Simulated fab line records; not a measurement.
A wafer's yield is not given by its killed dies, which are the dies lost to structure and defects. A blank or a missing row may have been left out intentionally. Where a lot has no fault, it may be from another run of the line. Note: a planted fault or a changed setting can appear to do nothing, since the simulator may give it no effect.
Matching of chambers | flow n5Finfet | N5_BEOL_M15_ETCH_61 on rieDiel-06: 4 sister chambers
The step etches BARC in N2/H2, target depth 89 nm, overetch 26.7 nm, time 67.9 s. 24 wafers are shown with their chamber, then 12 later ones without.

== WAFERS, EACH WITH ITS CHAMBER ==
wafer  | chamber | drypumpMotorCurrentA (A) | throttleValvePct (%) | showerheadPlenumPTorr (Torr)
L074.3 | 3       | 5.81                     | 18.15                | 2.51
L074.4 | 1       | 6.50                     | 17.44                | 2.55
L074.5 | 0       | 5.80                     | 18.13                | 2.67
L078.1 | 2       | 6.05                     | 17.65                | 2.48
L078.2 | 0       | 5.78                     | 18.15                | 2.66
L078.6 | 2       | 6.04                     | 17.65                | 2.48
L080.1 | 3       | 5.76                     | 18.18                | 2.50
L080.3 | 1       | 6.47                     | 17.45                | 2.55
L080.5 | 3       | 5.77                     | 18.18                | 2.50
L079.1 | 3       | 5.80                     | 18.18                | 2.50
L079.4 | 1       | 6.51                     | 17.45                | 2.55
L079.5 | 3       | 5.78                     | 18.16                | 2.50
L081.2 | 0       | 5.80                     | 18.17                | 2.66
L081.4 | 1       | 6.51                     | 17.46                | 2.54
L081.6 | 2       | 6.04                     | 17.68                | 2.47
L084.2 | 2       | 6.05                     | 17.69                | 2.47
L084.3 | 1       | 6.49                     | 17.46                | 2.54
L084.6 | 1       | 6.52                     | 17.46                | 2.54
L086.1 | 1       | 6.50                     | 17.47                | 2.54
L086.2 | 2       | 6.04                     | 17.68                | 2.47
L086.5 | 1       | 6.48                     | 17.45                | 2.54
L087.1 | 1       | 6.47                     | 17.49                | 2.54
L087.4 | 0       | 5.78                     | 18.19                | 2.66
L087.6 | 1       | 6.49                     | 17.49                | 2.54

SIGNATURES (averages over the wafers above)
reading               | chamber 0 | chamber 1 | chamber 2 | chamber 3 | scatter within a chamber
drypumpMotorCurrentA  | 5.7900    | 6.4940    | 6.0440    | 5.7840    | 0.0156
throttleValvePct      | 18.1600   | 17.4620   | 17.6700   | 18.1700   | 0.0184
showerheadPlenumPTorr | 2.6625    | 2.5430    | 2.4740    | 2.5020    | 0.00492
Rule: for a wafer and a chamber, the distance is found by dividing, reading by reading, the gap between the wafer's reading and the chamber's mean by the reading's scatter, squaring, summing and taking the root. If the next closest chamber is less than 2 further off than the closest, the wafer can't be placed; otherwise it belongs to the closest. The scatter: the root of (the sum of the squares of (reading less its chamber's mean) over the shown wafers, divided by (wafers less chambers)).

== WAFERS MISSING THEIR CHAMBER ==
wafer  | drypumpMotorCurrentA (A) | throttleValvePct (%) | showerheadPlenumPTorr (Torr)
L091.4 | 5.81                     | 17.78                | 2.50
L091.5 | 5.79                     | 17.78                | 2.50
L091.6 | 5.77                     | 18.18                | 2.65
L090.2 | 5.78                     | 18.19                | 2.65
L090.5 | 6.49                     | 17.49                | 2.54
L090.6 | 6.04                     | 17.72                | 2.46
L093.3 | 5.77                     | 17.79                | 2.49
L093.5 | 6.02                     | 17.20                | 2.46
L093.6 | 6.56                     | 17.52                | 2.53
L097.1 | 5.78                     | 18.22                | 2.65
L097.2 | 6.50                     | 17.52                | 2.53
L097.6 | 5.79                     | 17.82                | 2.49

== WHICH CHAMBER EACH ONE RAN IN ==
wafer  | from the rows above     | in truth
L091.4 | 2                       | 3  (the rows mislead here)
L091.5 | 2                       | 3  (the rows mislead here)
L091.6 | 0                       | 0
L090.2 | 0                       | 0
L090.5 | 1                       | 1
L090.6 | 2                       | 2
L093.3 | can't be placed: 2 or 3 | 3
L093.5 | 2                       | 2
L093.6 | 1                       | 1
L097.1 | 0                       | 0
L097.2 | 1                       | 1
L097.6 | can't be placed: 2 or 3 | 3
Placed correctly: 8 of 12. Not placeable from these rows: 2 (in 2, the candidates include the true chamber). Placed wrongly: 2.
